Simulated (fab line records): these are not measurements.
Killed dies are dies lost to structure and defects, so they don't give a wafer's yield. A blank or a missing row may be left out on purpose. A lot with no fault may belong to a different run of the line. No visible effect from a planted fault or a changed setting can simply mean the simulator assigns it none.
fab line records	flow n5-finfet
record: lots: 7	wafers: 21	last-day: 23
route steps=1938 shown STI_FIN_REVEAL@192 BEOL_M4@1111
lots that met no fault: taken from a fault-free run of the same line
start-h: start of the lot's first displayed wafer, in hours after the record's first day	wait-h: hours elapsed since this lot's preceding step	" repeats the value in the row above	L1.1+2: a row that stands for several wafers	- no value, or no start given	* or withheld: withheld	< > ~ a bound
route shown NAME@n: names a module that has steps shown in the file, with the first one's number in the route	usual: mean and standard deviation over wafers with no fault	same: alike in all rows	chamber/n: place in a boat	sites: readings site by site	_std_site: the standard deviation of these	_edge_site: mean of outer sites minus mean of inner sites	radius-mm: for every site, how far away it sits from the centre of the wafer	mask NAME#n: copy n	behind: the last tool/chamber to shape the wafer	hold: why the lot went on hold/how many hours it stayed there/how the hold came to an end	device: names the non-switching transistor (n, p or np)	end of line: tests of these same wafers at the route's end	for a step that has no rows: nothing shown but its recipe	killed: not the wafer's yield, but the dies lost to structure and defects at the first sort	map: per-die view of a wafer (x killed, . not killed, _ where there is no die)
set.NAME: the setting as run; set.NAME@STEP: as run at that earlier step	model.NAME: the simulator's own value behind a step, which no gauge read
lots at selected steps of the route; one table per step, one row per wafer
services: a tool's chamber out of use, with start hour (start-h, from the record's first day; less than 0 if before it), hours out, and reason
== steps ==
step: N5_STI_FIN_REVEAL_PRECLEAN_25
recipe: chemistry: SPM	time-s: 90	temp-c: 120	mix: 4:1
step: N5_STI_FIN_REVEAL_PRECLEAN_26
recipe: chemistry: SC1	time-s: 45	temp-c: 46	mix: 1:2:100
step: N5_STI_FIN_REVEAL_PRECLEAN_29
recipe: chemistry: DHF	time-s: 30	temp-c: 25	dilution: 300:1
step: N5_STI_FIN_REVEAL_SRD_12
recipe: time-s: 30	temp-c: 23	rinse-liquid: diw	dry: ipa-marangoni
step: N5_STI_FIN_REVEAL_RECESS_09
recipe: chemistry: HF/NH3	target: SiO2	afs-cycles: 11	target-depth-a: 425	temp-c: 30	sublimation-temp-c: 180	sublimation-time-s: 60
usual: drypump-motor-current-A: 5.2/0.36
lot.wafer	tool	chamber	start-h	wait-h	drypump-motor-current-A
L675.1	vapor-etch-01	0	34.17	0.0	4.6
L675.3	"	0	"	"	4.6
L675.6	"	1	"	"	5.0
L676.2	vapor-etch-02	0	39.71	0.0	5.5
L676.3	"	0	"	"	5.5
L676.5	"	0	"	"	5.5
L679.1	vapor-etch-02	1	60.02	0.0	5.5
L679.3	"	0	"	"	5.6
L679.5	"	0	"	"	5.5
L689.1	vapor-etch-02	0	119.71	0.0	5.5
L689.2	"	1	"	"	5.4
L689.6	"	0	120.77	1.1	5.6
L687.1	vapor-etch-02	1	121.78	0.0	5.4
L687.5	"	1	122.84	1.1	5.4
L687.6	"	0	"	"	5.6
L691.1	vapor-etch-02	0	130.33	0.0	5.6
L691.3	"	1	"	"	5.4
L691.4	"	0	"	"	5.5
L693.1	vapor-etch-01	1	142.50	0.0	5.0
L693.5	"	0	143.56	1.1	4.7
L693.6	"	1	"	"	5.0
step: N5_STI_FIN_REVEAL_STRIP_16
recipe: chemistry: H3PO4	material: SiNx	temp-c: 165	target-depth-a: 238	overetch-fraction: 0.4964	dry: ipa-marangoni
step: N5_STI_FIN_REVEAL_PRECLEAN_17
recipe: chemistry: NF3:NH3	afs-cycles: 1	temp-c: 30	time-s: 20	sublimation-temp-c: 180	sublimation-time-s: 60	pressure-torr: 3	rf-power-w: 30
step: N5_STI_FIN_REVEAL_ETCH_34
recipe: chemistry: H2	mode: isotropic	material: Si	target: Si	target-depth-a: 9.7	temp-c: 20	pressure-mtorr: 4.5	icp-w: 300	bias-w: 0	h2-flow-sccm: 7.5	he-flow-sccm: 142.5
usual: drypump-motor-current-A: 5.4/0.37	h2-flow-sccm: 7.500/0.021	he-backside-leak-sccm: 3.0/0.42	he-flow-sccm: 142.5/0.44	oes-product-au: 0.995/0.022	throttle-valve-pct: 25.9/0.53
lot.wafer	tool	chamber	start-h	wait-h	drypump-motor-current-A	h2-flow-sccm	he-backside-leak-sccm	he-flow-sccm	oes-product-au	rf-hours-counter-h	throttle-valve-pct
L675.1	rie-si-06	2	36.26	0.2	5.2	7.501	3.4	142.9	0.992	108	26.0
L675.3	"	3	"	"	5.4	7.510	3.0	142.4	0.977	53	25.4
L675.6	"	0	"	"	5.4	7.506	3.6	142.7	0.976	-	25.4
L676.2	rie-si-05	0	41.80	0.1	5.8	7.514	2.7	142.7	0.984	4	26.0
L676.3	"	2	"	"	5.4	7.480	2.7	142.5	0.995	165	26.5
L676.5	"	2	"	"	5.4	7.474	2.7	142.2	1.001	-	26.5
L679.1	rie-si-06	0	62.35	0.2	5.5	7.464	3.5	142.4	0.981	175	25.4
L679.3	"	1	"	"	4.7	7.510	2.7	141.9	1.024	141	25.8
L679.5	"	0	"	"	5.4	7.472	3.6	142.7	0.976	-	25.4
L689.1	rie-si-06	1	121.80	0.2	4.7	7.517	2.7	142.5	1.035	142	25.8
L689.2	"	2	"	"	5.2	7.499	3.3	142.4	0.993	109	26.0
L689.6	"	0	"	"	5.4	7.496	3.6	142.4	0.966	-	25.4
L687.1	rie-si-06	3	123.88	0.2	5.4	7.523	2.7	142.5	0.973	55	25.4
L687.5	"	2	"	"	5.2	7.546	3.4	142.4	0.984	-	26.0
L687.6	"	3	"	"	5.5	7.500	3.1	142.6	0.979	-	25.4
L691.1	rie-si-05	0	132.48	0.2	5.8	7.468	2.7	142.1	0.994	6	26.0
L691.3	"	3	"	"	5.5	7.489	2.7	142.3	1.032	112	25.4
L691.4	"	2	"	"	5.4	7.503	2.6	143.0	1.018	166	26.5
L693.1	rie-si-06	1	144.59	0.2	4.7	7.527	2.8	142.8	1.032	143	25.8
L693.5	"	0	"	"	5.5	7.464	3.4	142.7	0.975	-	25.4
L693.6	"	3	"	"	5.4	7.509	2.9	141.9	0.973	-	25.4
step: N5_STI_FIN_REVEAL_OXIDATION_31
recipe: chemistry: O2_PLASMA_REMOTE	temp-c: 150	time-s: 20	pressure-mtorr: 1000	source-power-w: 2000	o2-flow-sccm: 3000
usual: drypump-motor-current-A: 5.9/0.34	heater-power-w: 154/9.8	temp-c: 149.98/0.16	temp-c-max: 150.8/0.34
lot.wafer	tool	chamber	start-h	wait-h	drypump-motor-current-A	heater-power-w	rf-hours-counter-h	temp-c	temp-c-max
L675.1	plasma-asher-01	0	36.32	0.0	6.2	148	25	149.85	151.0
L675.3	"	0	"	"	6.2	149	-	150.15	151.2
L675.6	"	0	"	"	6.2	145	-	149.91	150.8
L676.2	plasma-asher-02	1	41.86	0.0	5.9	154	73	149.68	150.4
L676.3	"	0	"	"	5.2	172	-	150.16	151.0
L676.5	"	0	"	"	5.3	169	-	150.20	151.2
L679.1	plasma-asher-01	1	62.41	0.0	5.9	146	30	149.94	150.4
L679.3	"	0	"	"	6.2	148	-	149.97	151.0
L679.5	"	0	"	"	6.2	147	-	149.96	151.2
L689.1	plasma-asher-01	1	121.86	0.0	5.9	151	40	149.82	150.4
L689.2	"	0	"	"	6.2	145	40	150.14	151.1
L689.6	"	1	"	"	5.9	154	-	149.99	150.4
L687.1	plasma-asher-02	1	123.94	0.0	6.0	158	90	150.18	151.0
L687.5	"	1	"	"	5.9	157	-	149.98	150.8
L687.6	"	0	"	"	5.3	170	-	149.70	150.6
L691.1	plasma-asher-02	1	132.54	0.0	5.9	155	91	149.73	150.5
L691.3	"	0	"	"	5.2	169	-	149.82	150.6
L691.4	"	1	"	"	5.9	156	-	149.78	150.5
L693.1	plasma-asher-01	1	144.66	0.0	5.9	147	45	150.05	150.7
L693.5	"	1	"	"	5.9	145	-	150.03	150.6
L693.6	"	0	"	"	6.2	147	-	149.97	150.9
step: N5_STI_FIN_REVEAL_PRECLEAN_32
recipe: chemistry: NF3:NH3	afs-cycles: 1	temp-c: 30	time-s: 20	sublimation-temp-c: 180	sublimation-time-s: 60	pressure-torr: 3	rf-power-w: 30
step: N5_STI_FIN_REVEAL_STRIP_35
recipe: chemistry: H3PO4	material: Si3N4	temp-c: 165	target-depth-a: 40	time-s: 39
step: N5_STI_FIN_REVEAL_SRD_21
recipe: dry: ipa-marangoni	time-s: 30	temp-c: 23	rinse-liquid: diw
step: N5_STI_FIN_REVEAL_OXIDATION_33
recipe: chemistry: O2_PLASMA_REMOTE	temp-c: 150	time-s: 20	pressure-mtorr: 1000	source-power-w: 2000	o2-flow-sccm: 3000
usual: drypump-motor-current-A: 5.8/0.35	heater-power-w: 156/10	temp-c: 149.98/0.15	temp-c-max: 150.8/0.31
lot.wafer	tool	chamber	start-h	wait-h	drypump-motor-current-A	heater-power-w	rf-hours-counter-h	temp-c	temp-c-max
L675.1	plasma-asher-02	1	36.67	0.0	5.9	153	72	150.00	150.8
L675.3	"	0	"	"	5.3	169	-	150.15	150.9
L675.6	"	1	"	"	5.9	154	-	150.08	150.9
L676.2	plasma-asher-02	1	42.21	0.0	5.9	148	73	149.95	150.8
L676.3	"	0	"	"	5.3	174	-	149.84	150.6
L676.5	"	1	"	"	5.9	154	-	149.95	150.7
L679.1	plasma-asher-01	1	62.77	0.0	5.9	147	30	149.85	150.4
L679.3	"	1	"	"	5.9	148	-	149.87	150.5
L679.5	"	0	"	"	6.2	148	-	150.07	151.2
L689.1	plasma-asher-01	0	122.22	0.0	6.2	132	40	141.26	142.5
L689.2	"	1	"	"	5.9	128	40	141.08	141.7
L689.6	"	1	"	"	5.9	127	-	141.07	141.5
L687.1	plasma-asher-01	1	124.29	0.0	5.8	130	41	141.19	141.8
L687.5	"	0	"	"	6.2	129	-	141.30	142.4
L687.6	"	1	"	"	5.8	129	-	141.16	141.7
L691.1	plasma-asher-02	0	132.90	0.0	5.3	169	91	150.10	150.8
L691.3	"	0	"	"	5.2	171	-	149.92	150.9
L691.4	"	1	"	"	5.9	154	-	149.78	150.7
L693.1	plasma-asher-01	0	145.01	0.0	6.2	130	45	140.91	142.0
L693.5	"	0	"	"	6.2	130	-	141.05	142.4
L693.6	"	1	"	"	5.9	130	-	141.06	141.8
step: N5_STI_FIN_REVEAL_CLEAN_19
recipe: chemistry: O3/DIW	temp-c: 25	time-s: 120	o3-ppm: 10
step: N5_BEOL_M4_RC_MEAS_101
usual: DIBL_N: 35.8/1.6	DIBL_P: 35.6/2	IOFF_N: 0.15/0.031	IOFF_P: 0.20/0.033	ION_N: 668/12	ION_P: 459/6.8	SS_N: 71.4/0.53	SS_P: 73.1/0.63	VT_N: 250/3.5	VT_P: -251/3
lot.wafer	tool	chamber	start-h	wait-h	DIBL_N[mV/V]	DIBL_P[mV/V]	IOFF_N[nA/um]	IOFF_P[nA/um]	ION_N[uA/um]	ION_P[uA/um]	SS_N[mV/dec]	SS_P[mV/dec]	VT_N[mV]	VT_P[mV]
L676.2	prober-01	0	306.43	0.2	34.4	34.5	0.12	0.18	663	460	71.0	72.2	255	-254
L676.3	"	0	"	"	36.9	37.0	0.16	0.22	671	458	71.9	73.8	250	-249
L676.5	"	0	"	"	33.3	33.0	0.11	0.17	640	442	70.9	72.3	257	-254
L679.1	prober-01	0	316.48	0.0	34.6	34.8	0.13	0.19	682	465	70.9	73.4	251	-253
L679.3	"	0	"	"	36.7	36.2	0.16	0.21	672	459	72.1	73.5	249	-249
L679.5	"	0	"	"	34.6	33.9	0.13	0.18	667	459	71.3	73.3	250	-254
L675.1	prober-02	0	347.62	0.0	36.1	37.0	0.17	0.24	671	465	71.9	72.8	248	-247
L675.3	"	0	"	"	37.6	38.1	0.19	0.25	668	455	72.5	73.5	247	-246
L675.6	"	0	"	"	35.2	36.1	0.16	0.22	673	465	71.1	72.9	248	-248
L687.1	prober-02	0	402.54	0.0	37.0	37.6	0.17	0.22	682	465	71.8	73.0	249	-251
L687.5	"	0	"	"	35.0	34.7	0.13	0.17	639	454	72.0	73.3	254	-254
L687.6	"	0	"	"	36.5	37.3	0.16	0.22	673	460	71.5	73.4	247	-253
L691.1	prober-01	0	404.36	0.0	36.9	35.6	0.16	0.20	670	464	71.4	72.8	250	-251
L691.3	"	0	"	"	35.6	33.8	0.13	0.18	666	457	71.0	73.4	252	-255
L691.4	"	0	"	"	34.4	32.7	0.12	0.16	667	460	70.5	72.5	254	-253
L689.1	prober-01	0	409.94	0.0	32.1	32.8	0.10	0.12	646	445	71.3	72.2	259	-260
L689.2	"	0	"	"	38.4	41.4	0.22	0.22	676	453	73.0	74.3	247	-255
L689.6	"	0	"	"	32.5	33.5	0.10	0.12	655	449	70.3	72.5	260	-261
L693.1	prober-02	0	435.59	0.0	35.1	35.6	0.15	0.18	667	454	71.1	72.7	249	-250
L693.5	"	0	"	"	36.9	38.9	0.19	0.23	679	464	71.7	73.2	244	-250
L693.6	"	0	"	"	33.9	33.4	0.13	0.15	655	454	71.0	71.9	253	-254
== services ==
tool	chamber	start-h	hours	kind
rie-si-06	2	68.26	4.1	repair
rie-si-06	1	84.88	7.0	repair
rie-si-05	-	89.16	14.6	pm
rie-si-05	3	137.78	8.6	repair
== key ==
first-sign: step: N5_STI_FIN_REVEAL_OXIDATION_33	reading: temp-c	direction: down	sigmas: 61	usual: *	struck: *
effect: step: N5_STI_FIN_REVEAL_OXIDATION_33	reading: temp-c-max	direction: down	sigmas: 29	usual: *	struck: *
met-at N5_STI_FIN_REVEAL_OXIDATION_33
struck-wafers L687.1,L687.5,L687.6,L689.1,L689.2,L689.6,L693.1,L693.5,L693.6
onset-between 62.77 122.22
fault: kind: process-parameter-drift	tool: plasma-asher-01	chamber: -	onset-h: 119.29	steps: N5_STI_FIN_REVEAL_OXIDATION_33	channel: temp-c	offset: *	shape: step	end-h: 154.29	acts-in: *	stated: *
